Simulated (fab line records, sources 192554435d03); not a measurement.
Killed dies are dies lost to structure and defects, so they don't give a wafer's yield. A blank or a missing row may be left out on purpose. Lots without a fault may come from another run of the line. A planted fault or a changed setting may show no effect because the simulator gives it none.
Which tool did it? | flow n5_finfet | 10 lots, 30 wafers sampled, at 2 steps of a route of 1938

WHAT THE GAUGES READ, wafer by wafer
N5_BEOL_M4_RC_MEAS_101.
lot  | measured     | on        | DIBL_N (mV/V)  | DIBL_P (mV/V)  | IOFF_N (nA/um) | IOFF_P (nA/um) | ION_N (uA/um) | ION_P (uA/um) | SS_N (mV/dec)  | SS_P (mV/dec)  | VT_N (mV)   | VT_P (mV)
L208 | day 8 01:43  | prober-02 | 37.7 35.6 35.6 | 36.6 34.6 34.4 | 0.17 0.12 0.14 | 0.21 0.18 0.18 | 670 662 650   | 452 457 451   | 72.3 72.2 71.8 | 74.3 73.1 73.6 | 251 253 250 | -252 -255 -256
L209 | day 8 10:36  | prober-01 | 38.6 37.0 36.2 | 39.1 37.7 36.8 | 0.22 0.19 0.18 | 0.26 0.24 0.22 | 692 684 683   | 468 467 464   | 71.6 71.2 71.8 | 73.7 73.8 73.9 | 248 246 245 | -250 -248 -250
L212 | day 9 06:21  | prober-02 | 35.2 36.7 34.6 | 35.2 36.1 35.2 | 0.14 0.16 0.13 | 0.18 0.18 0.17 | 681 673 665   | 460 455 461   | 71.1 71.7 70.6 | 73.5 72.3 72.1 | 251 251 250 | -251 -254 -252
L219 | day 11 02:45 | prober-01 | 40.9 40.6 39.4 | 40.8 40.0 38.3 | 0.20 0.20 0.18 | 0.26 0.25 0.22 | 700 687 697   | 469 466 470   | 71.1 71.7 71.0 | 75.2 74.1 74.0 | 247 247 249 | -249 -249 -250
L220 | day 11 05:12 | prober-01 | 37.9 37.9 35.4 | 39.9 39.9 36.6 | 0.20 0.20 0.16 | 0.28 0.29 0.24 | 682 694 678   | 468 481 470   | 72.1 72.4 71.5 | 74.6 73.7 73.3 | 244 245 248 | -246 -246 -248
L221 | day 11 09:48 | prober-01 | 37.6 35.4 39.6 | 38.4 36.5 41.7 | 0.19 0.17 0.26 | 0.25 0.22 0.33 | 678 679 688   | 467 470 481   | 71.1 71.9 72.7 | 73.8 73.1 74.7 | 250 249 242 | -248 -248 -241
L222 | day 12 04:51 | prober-02 | 34.6 37.4 34.8 | 34.6 38.7 35.9 | 0.13 0.17 0.13 | 0.19 0.25 0.21 | 669 674 665   | 464 462 458   | 71.6 72.4 72.0 | 72.6 74.2 73.4 | 253 249 253 | -252 -248 -250
L228 | day 13 21:14 | prober-02 | 38.0 38.9 38.2 | 38.2 39.1 38.4 | 0.18 0.20 0.18 | 0.23 0.27 0.23 | 675 683 682   | 462 470 469   | 71.4 72.0 72.5 | 74.1 74.2 74.7 | 250 248 248 | -248 -247 -247
L229 | day 14 02:49 | prober-02 | 36.8 38.6 34.2 | 36.9 37.4 32.8 | 0.16 0.20 0.13 | 0.20 0.21 0.16 | 672 692 664   | 463 465 452   | 71.1 71.9 71.2 | 73.5 73.9 71.9 | 249 247 252 | -253 -251 -254
L231 | day 14 05:08 | prober-01 | 34.0 35.2 35.9 | 33.6 34.5 34.8 | 0.12 0.14 0.15 | 0.18 0.19 0.19 | 669 666 673   | 459 456 456   | 71.1 71.7 71.7 | 73.0 73.5 72.7 | 253 252 250 | -252 -254 -253

N5_BEOL_M13_OVL_MEAS_29.
lot  | measured     | on         | M13_OVL (nm)
L208 | day 10 21:31 | overlay-02 | -13 -3 -1
L209 | day 11 13:52 | overlay-02 | 7 -5 4
L212 | day 11 23:25 | overlay-01 | -3 -3 3
L219 | day 15 00:35 | overlay-02 | -4 6 -6
L220 | day 15 09:53 | overlay-02 | -6 -1 -6
L221 | day 15 04:22 | overlay-01 | 4 7 3
L222 | day 15 20:46 | overlay-02 | 1 2 7
L228 | day 17 14:19 | overlay-02 | 5 -2 1
L229 | day 17 16:56 | overlay-02 | 2 2 -6
L231 | day 17 18:47 | overlay-02 | 3 11 10

WHICH TOOL RAN EACH LOT (tool, then ch and the chambers of the sampled wafers, then the start)
The record holds no process step before these readings.

WHAT THE TOOLS THEMSELVES READ (means of the sampled wafers that have a number; where no wafer has one, the mark that the record gives instead)
The record holds no such reading with a usual standard deviation.

THE ANSWER, worked out from the rows above alone
Rule: what is usual is taken from the lots themselves. Put in order of their means at a reading, lots are off if they are a third of the lots or fewer, leave a main group of 4 or more, and stand apart from it by a gap of 3 or more times the standard deviation of the main group's means; of several such gaps the widest counts. A main group whose means are all the same, to the digits that the tables above print for the reading, isn't used. A lot without any number at a reading at which 4 lots or more have one is off too. The other lots that the step has rows for count as sound. The gauges are gone through in route order, then the tools' own readings, and for those a lot's mean is taken as printed above. The first step at which some lot is off is used, and at that step the reading that is off furthest; a lot without a number counts as furthest.
No lot is off at any reading shown: from this, nothing can be told.

WHAT THE SIMULATOR HAD PUT IN
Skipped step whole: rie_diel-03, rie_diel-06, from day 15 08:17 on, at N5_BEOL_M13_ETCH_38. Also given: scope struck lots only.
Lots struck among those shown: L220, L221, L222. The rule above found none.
